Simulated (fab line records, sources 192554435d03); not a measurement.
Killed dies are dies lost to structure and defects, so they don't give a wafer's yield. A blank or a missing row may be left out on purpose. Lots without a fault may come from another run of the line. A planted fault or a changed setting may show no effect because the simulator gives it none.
A struck lot beside a sound one | flow n5_finfet | 36 steps out of a route of 1938
Sound: wafers L361.2, L361.4, L361.6. Struck: wafer L365.5. (L365.2 of the same lot was not struck and is left out.) The cause comes at the end.
At each step with rows: each side's tool, then ch and its chambers, then its first start. Under that, the readings that differ: sound wafers | struck wafers | difference of the means | sigmas: that difference in standard deviations of wafers without a fault.
alike: readings whose means differ by less than 2 such deviations, and words and numbers that are the same on both sides. not compared: withheld readings, readings that some wafer has no value for, bounds like >300 that may hide the same value, and numbers for which the record gives no deviation and whose values overlap.
The two part at a step that has a row with sigmas, a row that says differs or no value, or rows on one side only. Numbers that don't overlap but have no deviation are shown without sigmas and don't part them. A reading that every wafer of one side lacks parts them only if that side has two wafers or more.

first, 9 steps without rows for these wafers: N5_BEOL_M4_ANNEAL_95 (time 240 s); N5_BEOL_M4_SPUTTER_96 (material Cu, target thk 4.5 nm, time 8.29 s); N5_BEOL_M4_ECD_50 (material Cu, target thk 300 nm); N5_BEOL_M4_ANNEAL_51 (time 90 s); N5_BEOL_M4_CMP_52 (polishes, stops on SiOC, t overpolish 6.8 s, target thk 40 nm); N5_BEOL_M4_PRE_CLEAN_60 (time 15 s); N5_BEOL_M4_CO_CAP_55 (material Co, precursor CCTBA/H2, target thk 2 nm, time 102.1 s); N5_BEOL_M4_PRE_CLEAN_56 (time 15 s); N5_BEOL_M4_DEP_57 (deposits SiCN from 3MS/NH3, target thk 8 nm, time 14 s).
N5_BEOL_M4_RC_MEAS_101:
  sound on prober-01 ch 0, day 10 03:08; struck on prober-01 ch 0, day 11 14:52
  reading       | sound          | struck | difference | sigmas
  SS_N (mV/dec) | 71.2 72.0 70.3 | 72.6   | +1.4       | +2
  alike: DIBL_N, DIBL_P, IOFF_N, IOFF_P, ION_N, ION_P, SS_P, VT_N, VT_P
then, 24 steps without rows for these wafers: N5_BEOL_M5_ILD_DEP_00 (deposits SiCOH lowk from DEMS/porogen, target thk 140.64 nm, time 25.9 s); N5_BEOL_M5_CURE_79 (cures SiCOH lowk, time 240 s); N5_BEOL_M5_PECVD_70 (deposits SiO2 from TEOS/O2, target thk 16 nm, time 18 s); N5_BEOL_M5_HM_DEP_02 (deposits TiN, target thk 20 nm); N5_BEOL_M5_COAT_59 (time 60 s, resist thk 60 nm); N5_BEOL_M5_COAT_60 (time 60 s, resist thk 12 nm); N5_BEOL_M5_COAT_71 (time 60 s, resist thk 5 nm); N5_BEOL_M5_COAT_05 (resist thk 30 nm); N5_BEOL_M5_EBR_07; N5_BEOL_M5_SOFTBAKE_06 (time 60 s); N5_BEOL_M5_EXPOSE_08 (exposes mask M5, target cd 28 nm); N5_BEOL_M5_PEB_09 (peb time 60 s); N5_BEOL_M5_DEVELOP_10 (develop time 30 s); N5_BEOL_M5_DESCUM_16 (chemistry O2, time 7 s); N5_BEOL_M5_ETCH_72 (etches underlayer in N2/H2, target depth 6.5 nm, time 5.2 s); N5_BEOL_M5_ETCH_61 (etches SiARC in CF4, target depth 15.6 nm, time 26 s); N5_BEOL_M5_ETCH_62 (etches SOC in N2/H2, target depth 75 nm, overetch 15 nm, time 112.5 s); N5_BEOL_M5_STRIP_63 (strips in N2/H2); N5_BEOL_M5_STRIP_73 (strips in N2/H2); N5_BEOL_M5_STRIP_64 (strips in CF4); N5_BEOL_M5_HM_OPEN_17 (chemistry Cl2/BCl3, target TiN, target depth 20 nm, overetch 6 nm); N5_BEOL_M5_STRIP_19 (strips in O2); N5_BEOL_M5_COAT_65 (time 60 s, resist thk 60 nm); N5_BEOL_M5_COAT_66 (time 60 s, resist thk 12 nm).
-- the record jumps here: 5 days lie between the struck wafers' starts before and after (it left off in module BEOL_M5 and takes up again in module PASSIVATION, whose first step shown is number 1929 of the route) --
N5_PASSIVATION_PASS_ETCH_47: etches SiNx in CF4/O2, target depth 770 nm, time 385 s.
  sound on rie_diel-06 ch 0,3, day 15 03:57; struck on rie_diel-06 ch 3, day 16 09:46
  reading                  | sound             | struck | difference | sigmas
  run_length_s (s)         | 408.3 408.4 408.1 | 248.8  | -159.5     | -99 or more
  model.etch.depth_nm (nm) | 760.8 765.2 762.4 | 441.1  | -321.7     |
  alike: drypump_motor_current_A, oes_ar_750_au, oes_product_au, rf_vpp_V, showerhead_plenum_p_Torr, throttle_valve_pct
  not compared: rf_hours_counter_h
N5_PASSIVATION_PROBE_49:
  sound on prober-01, day 15 07:01; struck on prober-01, day 16 12:58
  reading                  | sound          | struck | difference | sigmas
  defect_limited_yield (%) | 90.8 90.4 91.5 | 0      | -91        | -76
  killed_at_M0_to_M3       | 20 24 21       | 56     | +34        | +3
  killed_at_contacts       | 32 21 19       | 8      | -16        | -2
  killed_at_other          | 4 6 3          | 1072   | +1068      | +99 or more
  killed_dies              | 108 113 100    | 1180   | +1073      | +72
  killed_on_rim            | 10 16 14       | 152    | +139       | +39
  sort_bin_5_function (%)  | 5.3 5.8 5.4    | 96.3   | +90.8      | +99 or more
  sort_n_pass              | 1072 1067 1080 | 0      | -1073      | -72
  sort_yield_pct (%)       | 90.8 90.4 91.5 | 0      | -91        | -76
  alike: killed_at_M4_up, killed_at_front_end, killed_open, killed_short, sort_bin_6_memory

WHERE THEY PART
First at N5_BEOL_M4_RC_MEAS_101; last, within this record, at N5_PASSIVATION_PROBE_49.

WHY: what the simulator had put in
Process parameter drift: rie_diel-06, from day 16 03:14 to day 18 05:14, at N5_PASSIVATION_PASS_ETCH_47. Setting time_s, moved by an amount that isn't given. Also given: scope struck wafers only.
